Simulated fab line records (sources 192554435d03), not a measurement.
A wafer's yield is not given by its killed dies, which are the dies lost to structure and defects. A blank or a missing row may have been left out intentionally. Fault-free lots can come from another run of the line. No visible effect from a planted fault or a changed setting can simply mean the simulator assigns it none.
Chamber matching || flow n5-finfet || 4 sister chambers for N5_HKMG_FIN_ALD_71 on ald-metal-04
The step deposits TiN, target thk 1 nm, pulse time 1 s, purge time 3 s. 4 wafers are shown with their chamber, then 12 later ones without.

## WAFERS WITH THEIR CHAMBER
{"wafer": "L089.3", "chamber": 3, "heater-power-w (W)": 635}
{"wafer": "L091.1", "chamber": 0, "heater-power-w (W)": 800}
{"wafer": "L091.2", "chamber": 1, "heater-power-w (W)": 1064}
{"wafer": "L091.4", "chamber": 2, "heater-power-w (W)": 947}

## WAFERS MISSING THEIR CHAMBER
{"wafer": "L092.3", "heater-power-w (W)": 1036}
{"wafer": "L092.5", "heater-power-w (W)": 1101}
{"wafer": "L092.6", "heater-power-w (W)": 785}
{"wafer": "L093.1", "heater-power-w (W)": 639}
{"wafer": "L093.3", "heater-power-w (W)": 1062}
{"wafer": "L093.4", "heater-power-w (W)": 962}
{"wafer": "L094.1", "heater-power-w (W)": 961}
{"wafer": "L094.3", "heater-power-w (W)": 1059}
{"wafer": "L094.4", "heater-power-w (W)": 789}
{"wafer": "L095.2", "heater-power-w (W)": 1057}
{"wafer": "L095.3", "heater-power-w (W)": 944}
{"wafer": "L095.4", "heater-power-w (W)": 653}

## CHAMBER TAKEN BY EACH
{"wafer": "L092.3", "from the rows above": 1, "in truth": 1}
{"wafer": "L092.5", "from the rows above": 1, "in truth": 1}
{"wafer": "L092.6", "from the rows above": 0, "in truth": 0}
{"wafer": "L093.1", "from the rows above": 3, "in truth": 3}
{"wafer": "L093.3", "from the rows above": 1, "in truth": 1}
{"wafer": "L093.4", "from the rows above": 2, "in truth": 2}
{"wafer": "L094.1", "from the rows above": 2, "in truth": 2}
{"wafer": "L094.3", "from the rows above": 1, "in truth": 1}
{"wafer": "L094.4", "from the rows above": 0, "in truth": 0}
{"wafer": "L095.2", "from the rows above": 1, "in truth": 1}
{"wafer": "L095.3", "from the rows above": 2, "in truth": 2}
{"wafer": "L095.4", "from the rows above": 3, "in truth": 3}
Correct placement for 12 of the 12. Number that these rows cannot place: 0. Wrongly placed: 0.
How it was worked out, from the rows above alone: a wafer's distance from a chamber is the root of the sum, over the readings, of the square of ((its reading less the chamber's mean) divided by the reading's scatter). If the next closest chamber is less than 2 further off than the closest, the wafer can't be placed; otherwise it belongs to the closest. For every chamber, the mean is computed from those of its wafers that are shown. The scatter: with one shown wafer a chamber, the root of the mean of the squares of how far each hidden wafer lies from its nearest shown one.
